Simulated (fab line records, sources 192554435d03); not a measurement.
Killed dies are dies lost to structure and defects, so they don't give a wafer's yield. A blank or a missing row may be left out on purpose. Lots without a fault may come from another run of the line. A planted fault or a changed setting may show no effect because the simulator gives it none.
Which tool did it? | flow n5_finfet | 24 lots, 72 wafers sampled, at 6 steps of a route of 1938

WHAT THE GAUGES READ, wafer by wafer
N5_MIM_TOP_LITHO_CD_MEAS_08: target cd 2000 nm. Usual: cd_nm 1997.4 nm, standard deviation 2.6.
lot  | measured     | on        | cd_nm (nm)           | flag
L074 | day 11 15:50 | cd_sem-01 | 1994.6 1995.2 1994.8 |
L075 | day 11 16:26 | cd_sem-01 | 1995.1 1997.8 1997.2 |
L077 | day 12 07:07 | cd_sem-03 | 1999.5 1997.7 1994.6 |
L076 | day 12 14:25 | cd_sem-01 | 1999.8 1999.7 1992.7 |
L079 | day 12 15:08 | cd_sem-02 | 1996.4 1997.0 1996.5 |
L078 | day 12 18:15 | cd_sem-03 | 2000.7 1996.5 2001.0 |
L080 | day 13 05:02 | cd_sem-03 | 1993.7 1997.0 1990.5 |
L083 | day 13 14:00 | cd_sem-02 | 1997.1 1994.0 1997.7 |
L081 | day 13 17:11 | cd_sem-03 | 1997.0 1998.2 1996.5 |
L082 | day 14 04:31 | cd_sem-01 | 1994.9 1991.3 1997.3 |
L084 | day 14 18:48 | cd_sem-03 | 1997.1 1995.3 1994.6 |
L085 | day 14 20:26 | cd_sem-03 | 1997.4 1990.5 1997.8 |
L086 | day 15 07:11 | cd_sem-01 | 1996.5 1995.6 1994.4 |
L089 | day 15 10:19 | cd_sem-01 | 1996.1 1995.3 1997.5 |
L087 | day 15 10:38 | cd_sem-03 | 1998.5 2003.0 1998.9 |
L088 | day 15 16:46 | cd_sem-02 | 1999.1 1997.8 1999.2 |
L090 | day 16 05:44 | cd_sem-01 | 1996.2 1998.5 2002.2 |
L091 | day 16 18:43 | cd_sem-01 | 1996.7 1995.0 1996.7 |
L094 | day 16 23:55 | cd_sem-02 | 1989.1 1996.5 1998.0 |
L093 | day 17 23:34 | cd_sem-01 | 1995.3 1997.0 1997.5 |
L095 | day 17 06:12 | cd_sem-02 | 2000.7 2003.8 2001.1 |
L092 | day 17 14:31 | cd_sem-01 | 1996.8 1999.2 1995.0 |
L096 | day 18 06:08 | cd_sem-02 | 1995.4 1991.4 1995.9 |
L097 | day 18 15:22 | cd_sem-02 | 1998.4 2000.1 2002.6 |

WHICH TOOL RAN EACH LOT (tool, then ch and the chambers of the sampled wafers, then the start)
lot  | N5_BEOL_M14_STRIP_63                          | N5_BEOL_M14_ETCH_38                           | N5_BEOL_M15_DESCUM_15              | N5_BEOL_M15_STRIP_37                          | N5_BEOL_M15_SPUTTER_43
L074 | rie_diel-02 ch 0,1,3, day 11 05:13 or earlier | rie_diel-05 ch 0,1,2, day 11 05:13 or earlier | rie_diel-06 ch 1,2,3, day 11 05:13 | rie_diel-04 ch 0,1,2, day 11 09:24 or earlier | pvd_sputter-02, day 11 09:24
L075 | rie_diel-05 ch 1,3, day 11 07:40 or earlier   | rie_diel-02 ch 1,2,3, day 11 07:40 or earlier | rie_diel-06 ch 1,3, day 11 07:40   | rie_diel-06 ch 1,3, day 11 10:33 or earlier   | pvd_sputter-01, day 11 10:33
L077 | rie_diel-02 ch 0,1,3, day 11 22:17 or earlier | rie_diel-02 ch 0,3, day 11 22:17 or earlier   | rie_diel-04 ch 1,2,3, day 11 22:17 | rie_diel-06 ch 0,2,3, day 12 01:37 or earlier | pvd_sputter-03, day 12 01:37
L076 | rie_diel-02 ch 1,2,3, day 12 01:20 or earlier | rie_diel-05 ch 0,1, day 12 01:20 or earlier   | rie_diel-04 ch 1,3, day 12 01:20   | rie_diel-06 ch 0,2,3, day 12 10:14 or earlier | pvd_sputter-02, day 12 10:14
L079 | rie_diel-05 ch 0,2,3, day 12 01:44 or earlier | rie_diel-01 ch 1,2,3, day 12 01:44 or earlier | rie_diel-06 ch 1,2,3, day 12 01:44 | rie_diel-03 ch 0,1,3, day 12 10:29 or earlier | pvd_sputter-01, day 12 10:29
L078 | rie_diel-05 ch 0,2, day 12 09:17 or earlier   | rie_diel-05 ch 0,3, day 12 09:17 or earlier   | rie_diel-06 ch 0,1,2, day 12 09:17 | rie_diel-03 ch 0,3, day 12 13:28 or earlier   | pvd_sputter-02, day 12 13:28
L080 | rie_diel-02 ch 0,1,2, day 12 19:37 or earlier | rie_diel-01 ch 0,1,3, day 12 19:37 or earlier | rie_diel-06 ch 0,1,3, day 12 19:37 | rie_diel-04 ch 0,2,3, day 13 01:13 or earlier | pvd_sputter-01, day 13 01:13
L083 | rie_diel-01 ch 0,2,3, day 13 03:58 or earlier | rie_diel-05 ch 0,1,2, day 13 03:58 or earlier | rie_diel-06 ch 1,2,3, day 13 03:58 | rie_diel-03 ch 0,1,3, day 13 08:31 or earlier | pvd_sputter-03, day 13 08:31
L081 | rie_diel-01 ch 2,3, day 13 09:33 or earlier   | rie_diel-05 ch 0,1,2, day 13 09:33 or earlier | rie_diel-04 ch 0,1,2, day 13 09:33 | rie_diel-03 ch 2,3, day 13 12:44 or earlier   | pvd_sputter-01, day 13 12:44
L082 | rie_diel-01 ch 2,3, day 13 20:42 or earlier   | rie_diel-01 ch 0,2,3, day 13 20:42 or earlier | rie_diel-06 ch 0,1,3, day 13 20:42 | rie_diel-03 ch 0,1, day 14 00:52 or earlier   | pvd_sputter-01, day 14 00:52
L084 | rie_diel-02 ch 1,3, day 14 10:41 or earlier   | rie_diel-05 ch 1,2, day 14 10:41 or earlier   | rie_diel-03 ch 0,2,3, day 14 10:41 | rie_diel-06 ch 0,1,3, day 14 14:08 or earlier | pvd_sputter-03, day 14 14:08
L085 | rie_diel-01 ch 0,2,3, day 14 11:53 or earlier | rie_diel-02 ch 0,1,3, day 14 11:53 or earlier | rie_diel-03 ch 1,2,3, day 14 11:53 | rie_diel-03 ch 0,2,3, day 14 14:41 or earlier | pvd_sputter-01, day 14 14:41
L086 | rie_diel-05 ch 0,3, day 14 20:58 or earlier   | rie_diel-02 ch 1,3, day 14 20:58 or earlier   | rie_diel-03 ch 0,3, day 14 20:58   | rie_diel-04 ch 1,2, day 14 23:39 or earlier   | pvd_sputter-01, day 14 23:39
L089 | rie_diel-02 ch 0,2, day 15 01:56 or earlier   | rie_diel-01 ch 0,1,2, day 15 01:56 or earlier | rie_diel-03 ch 0,1, day 15 01:56   | rie_diel-03 ch 0,1,2, day 15 06:25 or earlier | pvd_sputter-03, day 15 06:25
L087 | rie_diel-05 ch 1,2,3, day 15 03:55 or earlier | rie_diel-05 ch 0,2,3, day 15 03:55 or earlier | rie_diel-04 ch 0,1,2, day 15 03:55 | rie_diel-06 ch 0,1,3, day 15 06:26 or earlier | pvd_sputter-02, day 15 06:26
L088 | rie_diel-01 ch 0,1,2, day 15 08:31 or earlier | rie_diel-02 ch 0,1,2, day 15 08:31 or earlier | rie_diel-04 ch 1,2, day 15 08:31   | rie_diel-04 ch 2,3, day 15 12:24 or earlier   | pvd_sputter-02, day 15 12:24
L090 | rie_diel-05 ch 1,2,3, day 15 18:29 or earlier | rie_diel-01 ch 0,2,3, day 15 18:29 or earlier | rie_diel-03 ch 0,1,2, day 15 18:29 | rie_diel-06 ch 0,1,2, day 16 00:15 or earlier | pvd_sputter-01, day 16 00:15
L091 | rie_diel-05 ch 0,3, day 16 08:00 or earlier   | rie_diel-02 ch 2,3, day 16 08:00 or earlier   | rie_diel-04 ch 2,3, day 16 08:00   | rie_diel-06 ch 0,1, day 16 13:32 or earlier   | pvd_sputter-03, day 16 13:32
L094 | rie_diel-01 ch 0,1,3, day 16 13:50 or earlier | rie_diel-02 ch 0,3, day 16 13:50 or earlier   | rie_diel-04 ch 0,1,3, day 16 13:50 | rie_diel-04 ch 0,1,3, day 16 17:46 or earlier | pvd_sputter-03, day 16 17:46
L093 | rie_diel-01 ch 1,2,3, day 17 10:55 or earlier | rie_diel-02 ch 1,3, day 17 10:55 or earlier   | rie_diel-06 ch 1,2, day 17 10:55   | rie_diel-03 ch 0,2,3, day 17 18:26 or earlier | pvd_sputter-01, day 17 18:26
L095 | rie_diel-05 ch 1,2,3, day 16 20:23 or earlier | rie_diel-01 ch 0,1, day 16 20:23 or earlier   | rie_diel-06 ch 1,2,3, day 16 20:23 | rie_diel-04 ch 2,3, day 16 23:11 or earlier   | pvd_sputter-03, day 16 23:11
L092 | rie_diel-05 ch 0,1,3, day 17 06:50 or earlier | rie_diel-02 ch 0,1,3, day 17 06:50 or earlier | rie_diel-06 ch 0,1,3, day 17 06:50 | rie_diel-06 ch 1,2,3, day 17 10:05 or earlier | pvd_sputter-02, day 17 10:05
L096 | rie_diel-05 ch 0,1,2, day 17 21:13 or earlier | rie_diel-01 ch 1,2,3, day 17 21:13 or earlier | rie_diel-03 ch 0,2,3, day 17 21:13 | rie_diel-06 ch 0,2, day 17 23:39 or earlier   | pvd_sputter-01, day 17 23:39
L097 | rie_diel-01 ch 0,1, day 18 08:06 or earlier   | rie_diel-02 ch 1,2, day 18 08:06 or earlier   | rie_diel-04 ch 0,3, day 18 08:06   | rie_diel-03 ch 0,1,3, day 18 10:29 or earlier | pvd_sputter-02, day 18 10:29
- N5_BEOL_M14_STRIP_63: strips in O2.
- N5_BEOL_M14_ETCH_38: etches SiCN in CF4/N2, target depth 106.5 nm, time 120.6 s.
- N5_BEOL_M15_DESCUM_15: chemistry O2, time 7.9 s.
- N5_BEOL_M15_STRIP_37: strips in O2.
- N5_BEOL_M15_SPUTTER_43: material TaN, target thk 15 nm, time 24.19 s.

WHAT THE TOOLS THEMSELVES READ (means of the sampled wafers that have a number; where no wafer has one, the mark that the record gives instead)
N5_BEOL_M14_STRIP_63. Usual: drypump_motor_current_A 5.4 A, standard deviation 0.41; oes_product_au 0.79 a.u., standard deviation 0.065; rf_vpp_V 3.7 V, standard deviation 0.84; showerhead_plenum_p_Torr 2.13 Torr, standard deviation 0.068; throttle_valve_pct 16.68 %, standard deviation 0.23.
lot  | tool        | drypump_motor_current_A (A) | oes_product_au (a.u.) | rf_vpp_V (V) | showerhead_plenum_p_Torr (Torr) | throttle_valve_pct (%) | flag
L074 | rie_diel-02 | 5.0                         | 0.75                  | 3.9          | 2.14                            | 16.74                  |
L075 | rie_diel-05 | 5.3                         | 0.80                  | 3.5          | 2.16                            | 16.74                  |
L077 | rie_diel-02 | 5.0                         | 0.75                  | 4.3          | 2.14                            | 16.75                  |
L076 | rie_diel-02 | 5.5                         | 0.77                  | 4.4          | 2.17                            | 16.70                  |
L079 | rie_diel-05 | 5.2                         | 0.87                  | 3.1          | 2.10                            | 16.62                  |
L078 | rie_diel-05 | 5.3                         | 0.87                  | 3.4          | 2.06                            | 16.57                  |
L080 | rie_diel-02 | 5.4                         | 0.78                  | 4.5          | 2.16                            | 16.67                  |
L083 | rie_diel-01 | 5.6                         | 0.81                  | 3.2          | 2.13                            | 16.56                  |
L081 | rie_diel-01 | 5.5                         | 0.75                  | 2.5          | 2.09                            | 16.80                  |
L082 | rie_diel-01 | 5.5                         | 0.74                  | 3.4          | 2.09                            | 16.81                  |
L084 | rie_diel-02 | 5.1                         | 0.73                  | 3.5          | 2.14                            | 16.85                  |
L085 | rie_diel-01 | 5.7                         | 0.80                  | 3.7          | 2.12                            | 16.60                  |
L086 | rie_diel-05 | 5.3                         | 0.80                  | 4.1          | 2.05                            | 16.79                  |
L089 | rie_diel-02 | 5.9                         | 0.77                  | 3.3          | 2.15                            | 16.61                  |
L087 | rie_diel-05 | 5.3                         | 0.81                  | 3.8          | 2.16                            | 16.61                  |
L088 | rie_diel-01 | 5.7                         | 0.82                  | 4.4          | 2.16                            | 16.54                  |
L090 | rie_diel-05 | 5.3                         | 0.80                  | 3.3          | 2.15                            | 16.62                  |
L091 | rie_diel-05 | 5.3                         | 0.80                  | 4.0          | 2.04                            | 16.82                  |
L094 | rie_diel-01 | 5.8                         | 0.79                  | 4.0          | 2.16                            | 16.83                  |
L093 | rie_diel-01 | 5.5                         | 0.75                  | 3.4          | 2.12                            | 16.79                  |
L095 | rie_diel-05 | 5.3                         | 0.79                  | 3.2          | 2.15                            | 16.65                  |
L092 | rie_diel-05 | 5.4                         | 0.76                  | 3.5          | 2.11                            | 16.78                  |
L096 | rie_diel-05 | 5.4                         | 0.79                  | 3.0          | 2.11                            | 16.61                  |
L097 | rie_diel-01 | 5.8                         | 0.80                  | 3.4          | 2.20                            | 16.80                  |

N5_BEOL_M14_ETCH_38. Usual: drypump_motor_current_A 5.4 A, standard deviation 0.46; oes_product_au 0.78 a.u., standard deviation 0.066; rf_vpp_V 383.2 V, standard deviation 1.7; showerhead_plenum_p_Torr 2.25 Torr, standard deviation 0.06; throttle_valve_pct 15.46 %, standard deviation 0.23.
lot  | tool        | drypump_motor_current_A (A) | oes_product_au (a.u.) | rf_vpp_V (V) | showerhead_plenum_p_Torr (Torr) | throttle_valve_pct (%) | flag
L074 | rie_diel-05 | 5.4                         | 0.86                  | 382.1        | 2.22                            | 15.19                  |
L075 | rie_diel-02 | 5.5                         | 0.77                  | 384.0        | 2.29                            | 15.48                  |
L077 | rie_diel-02 | 5.0                         | 0.75                  | 382.5        | 2.20                            | 15.47                  |
L076 | rie_diel-05 | 5.5                         | 0.83                  | 381.8        | 2.18                            | 15.36                  |
L079 | rie_diel-01 | 5.5                         | 0.76                  | 384.4        | 2.25                            | 15.53                  |
L078 | rie_diel-05 | 5.2                         | 0.83                  | 382.4        | 2.19                            | 15.55                  |
L080 | rie_diel-01 | 5.8                         | 0.82                  | 384.2        | 2.29                            | 15.57                  |
L083 | rie_diel-05 | 5.4                         | 0.83                  | 382.2        | 2.22                            | 15.22                  |
L081 | rie_diel-05 | 5.4                         | 0.83                  | 382.5        | 2.22                            | 15.22                  |
L082 | rie_diel-01 | 5.6                         | 0.79                  | 383.4        | 2.25                            | 15.41                  |
L084 | rie_diel-05 | 5.3                         | 0.84                  | 383.0        | 2.25                            | 15.08                  |
L085 | rie_diel-02 | 5.0                         | 0.73                  | 382.5        | 2.24                            | 15.54                  |
L086 | rie_diel-02 | 5.1                         | 0.73                  | 384.6        | 2.28                            | 15.57                  |
L089 | rie_diel-01 | 5.6                         | 0.80                  | 384.6        | 2.28                            | 15.37                  |
L087 | rie_diel-05 | 5.2                         | 0.83                  | 382.5        | 2.20                            | 15.40                  |
L088 | rie_diel-02 | 5.4                         | 0.73                  | 384.2        | 2.27                            | 15.48                  |
L090 | rie_diel-01 | 5.6                         | 0.77                  | 382.8        | 2.24                            | 15.44                  |
L091 | rie_diel-02 | 5.6                         | 0.75                  | 382.6        | 2.23                            | 15.59                  |
L094 | rie_diel-02 | 5.0                         | 0.72                  | 381.5        | 2.19                            | 15.54                  |
L093 | rie_diel-02 | 5.1                         | 0.73                  | 383.4        | 2.24                            | 15.65                  |
L095 | rie_diel-01 | 5.8                         | 0.80                  | 385.6        | 2.32                            | 15.57                  |
L092 | rie_diel-02 | 5.0                         | 0.72                  | 382.7        | 2.23                            | 15.58                  |
L096 | rie_diel-01 | 5.5                         | 0.71                  | 382.9        | 2.24                            | 15.64                  |
L097 | rie_diel-02 | 5.5                         | 0.72                  | 383.1        | 2.30                            | 15.54                  |

N5_BEOL_M15_DESCUM_15. Usual: drypump_motor_current_A 5.9 A, standard deviation 0.32; oes_product_au 0.82 a.u., standard deviation 0.084; rf_vpp_V 242.8 V, standard deviation 1.6; showerhead_plenum_p_Torr 2.08 Torr, standard deviation 0.091; throttle_valve_pct 20.34 %, standard deviation 0.26.
lot  | tool        | drypump_motor_current_A (A) | oes_product_au (a.u.) | rf_vpp_V (V) | showerhead_plenum_p_Torr (Torr) | throttle_valve_pct (%) | flag
L074 | rie_diel-06 | 6.0                         | 0.84                  | 242.3        | 2.06                            | 20.36                  |
L075 | rie_diel-06 | 6.1                         | 0.82                  | 242.1        | 2.03                            | 20.55                  |
L077 | rie_diel-04 | 5.9                         | 0.81                  | 242.5        | 2.08                            | 20.32                  |
L076 | rie_diel-04 | 5.8                         | 0.76                  | 242.0        | 2.02                            | 20.33                  |
L079 | rie_diel-06 | 6.0                         | 0.85                  | 243.4        | 2.06                            | 20.38                  |
L078 | rie_diel-06 | 5.9                         | 0.91                  | 242.7        | 2.13                            | 20.21                  |
L080 | rie_diel-06 | 5.9                         | 0.85                  | 243.5        | 2.10                            | 20.43                  |
L083 | rie_diel-06 | 6.0                         | 0.82                  | 242.2        | 2.06                            | 20.39                  |
L081 | rie_diel-04 | 5.9                         | 0.78                  | 242.5        | 2.08                            | 20.26                  |
L082 | rie_diel-06 | 5.9                         | 0.84                  | 243.3        | 2.10                            | 20.44                  |
L084 | rie_diel-03 | 6.0                         | 0.86                  | 242.7        | 2.13                            | 20.22                  |
L085 | rie_diel-03 | 5.9                         | 0.83                  | 242.0        | 2.09                            | 20.29                  |
L086 | rie_diel-03 | 5.7                         | 0.84                  | 244.0        | 2.15                            | 20.39                  |
L089 | rie_diel-03 | 5.7                         | 0.73                  | 242.3        | 2.02                            | 20.77                  |
L087 | rie_diel-04 | 5.9                         | 0.77                  | 243.3        | 2.08                            | 20.27                  |
L088 | rie_diel-04 | 6.1                         | 0.76                  | 244.3        | 2.15                            | 20.39                  |
L090 | rie_diel-03 | 6.0                         | 0.79                  | 242.0        | 2.05                            | 20.57                  |
L091 | rie_diel-04 | 5.8                         | 0.78                  | 241.3        | 1.99                            | 20.33                  |
L094 | rie_diel-04 | 5.8                         | 0.71                  | 242.4        | 2.02                            | 20.28                  |
L093 | rie_diel-06 | 6.1                         | 0.83                  | 243.2        | 2.05                            | 20.41                  |
L095 | rie_diel-06 | 6.0                         | 0.80                  | 242.8        | 2.05                            | 20.42                  |
L092 | rie_diel-06 | 5.9                         | 0.81                  | 243.3        | 2.09                            | 20.47                  |
L096 | rie_diel-03 | 6.0                         | 0.82                  | 242.7        | 2.12                            | 20.26                  |
L097 | rie_diel-04 | 5.5                         | 0.71                  | 240.9        | 1.95                            | 20.18                  |

N5_BEOL_M15_STRIP_37. Usual: drypump_motor_current_A 5.9 A, standard deviation 0.32; oes_product_au 0.82 a.u., standard deviation 0.083; rf_vpp_V 3.6 V, standard deviation 0.6; showerhead_plenum_p_Torr 2.09 Torr, standard deviation 0.092; throttle_valve_pct 16.57 %, standard deviation 0.27.
lot  | tool        | drypump_motor_current_A (A) | oes_product_au (a.u.) | rf_vpp_V (V) | showerhead_plenum_p_Torr (Torr) | throttle_valve_pct (%) | flag
L074 | rie_diel-04 | 5.9                         | 0.80                  | 3.5          | 2.09                            | 16.50                  |
L075 | rie_diel-06 | 6.1                         | 0.78                  | 3.8          | 2.03                            | 16.79                  |
L077 | rie_diel-06 | 5.8                         | 0.88                  | 3.1          | 2.12                            | 16.46                  |
L076 | rie_diel-06 | 5.8                         | 0.87                  | 3.0          | 2.12                            | 16.48                  |
L079 | rie_diel-03 | 5.6                         | 0.83                  | 3.3          | 2.11                            | 16.64                  |
L078 | rie_diel-03 | 5.7                         | 0.86                  | 4.0          | 2.16                            | 16.57                  |
L080 | rie_diel-04 | 5.7                         | 0.80                  | 2.9          | 2.01                            | 16.49                  |
L083 | rie_diel-03 | 5.6                         | 0.82                  | 3.2          | 2.11                            | 16.65                  |
L081 | rie_diel-03 | 5.9                         | 0.92                  | 3.2          | 2.18                            | 16.19                  |
L082 | rie_diel-03 | 5.7                         | 0.74                  | 3.5          | 2.03                            | 16.96                  |
L084 | rie_diel-06 | 5.9                         | 0.83                  | 3.3          | 2.10                            | 16.67                  |
L085 | rie_diel-03 | 6.0                         | 0.86                  | 4.3          | 2.14                            | 16.43                  |
L086 | rie_diel-04 | 6.1                         | 0.83                  | 4.0          | 2.14                            | 16.58                  |
L089 | rie_diel-03 | 6.0                         | 0.79                  | 4.3          | 2.05                            | 16.74                  |
L087 | rie_diel-06 | 5.9                         | 0.82                  | 3.3          | 2.10                            | 16.69                  |
L088 | rie_diel-04 | 5.7                         | 0.79                  | 3.9          | 2.00                            | 16.55                  |
L090 | rie_diel-06 | 5.9                         | 0.85                  | 3.2          | 2.13                            | 16.47                  |
L091 | rie_diel-06 | 6.0                         | 0.85                  | 3.7          | 2.10                            | 16.66                  |
L094 | rie_diel-04 | 5.7                         | 0.71                  | 3.9          | 2.02                            | 16.58                  |
L093 | rie_diel-03 | 6.0                         | 0.83                  | 4.0          | 2.13                            | 16.49                  |
L095 | rie_diel-04 | 5.8                         | 0.77                  | 4.0          | 1.99                            | 16.56                  |
L092 | rie_diel-06 | 6.0                         | 0.79                  | 4.3          | 2.05                            | 16.65                  |
L096 | rie_diel-06 | 5.6                         | 0.86                  | 3.9          | 2.18                            | 16.37                  |
L097 | rie_diel-03 | 5.6                         | 0.87                  | 3.1          | 2.19                            | 16.55                  |

N5_BEOL_M15_SPUTTER_43. Usual: throttle_valve_pct 29.8 %, standard deviation 0.87.
lot  | tool           | throttle_valve_pct (%) | flag
L074 | pvd_sputter-02 | 29.2                   |
L075 | pvd_sputter-01 | 30.1                   |
L077 | pvd_sputter-03 | 29.9                   |
L076 | pvd_sputter-02 | 29.6                   |
L079 | pvd_sputter-01 | 29.7                   |
L078 | pvd_sputter-02 | 29.7                   |
L080 | pvd_sputter-01 | 29.7                   |
L083 | pvd_sputter-03 | 30.2                   |
L081 | pvd_sputter-01 | 29.8                   |
L082 | pvd_sputter-01 | 29.9                   |
L084 | pvd_sputter-03 | 29.5                   |
L085 | pvd_sputter-01 | 30.0                   |
L086 | pvd_sputter-01 | 30.3                   |
L089 | pvd_sputter-03 | 30.1                   |
L087 | pvd_sputter-02 | 30.0                   |
L088 | pvd_sputter-02 | 30.9                   |
L090 | pvd_sputter-01 | 29.9                   |
L091 | pvd_sputter-03 | 30.0                   |
L094 | pvd_sputter-03 | 29.8                   |
L093 | pvd_sputter-01 | 29.9                   |
L095 | pvd_sputter-03 | 29.9                   |
L092 | pvd_sputter-02 | 29.7                   |
L096 | pvd_sputter-01 | 30.0                   |
L097 | pvd_sputter-02 | 29.1                   |

THE ANSWER, worked out from the rows above alone
Rule: a lot is off if the mean of its wafers that have a number lies more than 3 standard deviations from the usual mean. A lot without any number at a reading at which 4 lots or more have one is off too. The other lots that the step has rows for count as sound. The gauges are gone through in route order, then the tools' own readings, and for those a lot's mean is taken as printed above. The first step at which some lot is off is used, and at that step the reading that is off furthest; a lot without a number counts as furthest.
No lot is off at any reading shown: from this, nothing can be told.

WHAT THE SIMULATOR HAD PUT IN
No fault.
